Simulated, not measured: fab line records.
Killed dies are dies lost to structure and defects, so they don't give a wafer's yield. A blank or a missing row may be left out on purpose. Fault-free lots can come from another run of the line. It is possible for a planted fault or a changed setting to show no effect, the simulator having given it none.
What tool caused it?	flow n5-finfet	72 wafers from 24 lots sampled at 2 of the route's 1938 steps

## WHAT EACH GAUGE READ, for each wafer
N5_WELL_APT_INSPECT_10: inspects for defects (macro).
lot	measured	on	raw-defect-count
L074	day 1 13:44	defect-inspect-02	4 3 1
L075	day 1 19:49	defect-inspect-01	3 0 1
L076	day 2 02:16	defect-inspect-02	1 3 1
L077	day 2 07:38	defect-inspect-02	0 2 1
L078	day 2 13:38	defect-inspect-01	5 4 0
L079	day 2 19:44	defect-inspect-01	1 0 2
L080	day 3 01:53	defect-inspect-02	3 4 3
L081	day 3 09:20	defect-inspect-02	3 1 3
L082	day 3 13:46	defect-inspect-02	2 3 3
L083	day 3 19:44	defect-inspect-02	1 3 2
L084	day 4 02:08	defect-inspect-02	4 3 0
L085	day 4 08:01	defect-inspect-01	0 1 1
L086	day 4 13:52	defect-inspect-01	1 4 5
L087	day 4 19:59	defect-inspect-02	3 1 3
L088	day 5 01:44	defect-inspect-02	1 3 1
L089	day 5 07:45	defect-inspect-01	2 3 0
L090	day 5 14:02	defect-inspect-02	1 1 1
L091	day 5 19:59	defect-inspect-01	0 0 2
L092	day 6 01:52	defect-inspect-01	3 1 4
L093	day 6 07:44	defect-inspect-02	0 2 1
L094	day 6 13:38	defect-inspect-02	3 3 0
L095	day 6 19:47	defect-inspect-01	0 2 1
L096	day 7 01:42	defect-inspect-02	1 0 0
L097	day 7 07:49	defect-inspect-01	1 2 3

N5_WELL_APT_CD_MEAS_25: target cd 200 nm.
lot	measured	on	cd-nm (nm)
L074	day 1 15:02	cd-sem-02	198.3 200.6 200.8
L075	day 1 20:54	cd-sem-01	194.1 196.6 195.5
L076	day 2 03:29	cd-sem-01	195.7 201.4 198.7
L077	day 2 08:41	cd-sem-01	196.6 198.2 195.5
L078	day 2 14:46	cd-sem-03	202.5 204.0 202.5
L079	day 2 20:48	cd-sem-03	202.6 202.9 201.8
L080	day 3 02:56	cd-sem-02	196.1 200.0 198.3
L081	day 3 10:25	cd-sem-02	203.2 199.3 202.3
L082	day 3 15:02	cd-sem-01	197.4 196.0 199.9
L083	day 3 21:12	cd-sem-02	198.2 201.7 202.4
L084	day 4 03:14	cd-sem-02	202.3 203.0 196.9
L085	day 4 09:24	cd-sem-02	202.2 203.3 196.5
L086	day 4 15:07	cd-sem-01	202.0 199.1 204.7
L087	day 4 21:04	cd-sem-03	198.4 198.1 197.5
L088	day 5 03:07	cd-sem-02	198.1 195.1 194.4
L089	day 5 09:01	cd-sem-02	196.3 199.6 199.7
L090	day 5 15:06	cd-sem-02	201.3 203.0 199.1
L091	day 5 21:18	cd-sem-01	197.0 202.3 201.3
L092	day 6 03:03	cd-sem-01	200.7 200.7 199.2
L093	day 6 08:48	cd-sem-02	200.0 196.5 202.6
L094	day 6 15:19	cd-sem-03	195.3 201.2 202.4
L095	day 6 21:13	cd-sem-01	199.4 200.6 200.8
L096	day 7 03:06	cd-sem-02	199.0 197.4 197.3
L097	day 7 08:58	cd-sem-03	201.7 200.7 200.7

## EACH LOT AND THE TOOL THAT RAN IT (in order: tool; ch and the chambers of the sampled wafers; start)
There is no process step in the record ahead of these readings.

## AS READ BY THE TOOLS THEMSELVES (means over the sampled wafers that have a number; for cases with no such wafer, the mark the record gives instead)
The record holds no such reading with a usual standard deviation.

## THE ANSWER, worked out from the rows above alone
Rule: usual is defined by the lots themselves. Put in order of their means at a reading, lots are off if they are a third of the lots or fewer, leave a main group of 4 or more, and stand apart from it by a gap of 3 or more times the standard deviation of the main group's means; of several such gaps the widest counts. The tables above print the reading to a certain number of digits; a main group whose means all agree to those digits is not used. Also off: a lot with no number at a reading for which 4 or more lots have one. Where the step has rows for the other lots, those lots are counted as sound. After the gauges, taken in route order, come the tools' own readings; for these a lot's mean is taken, as printed above. The first step at which some lot is off is used, and at that step the reading that is off furthest; a lot without a number counts as furthest.
No lot is off on any of the readings shown, so nothing can be concluded from this.

## WHAT WAS PUT IN BY THE SIMULATOR
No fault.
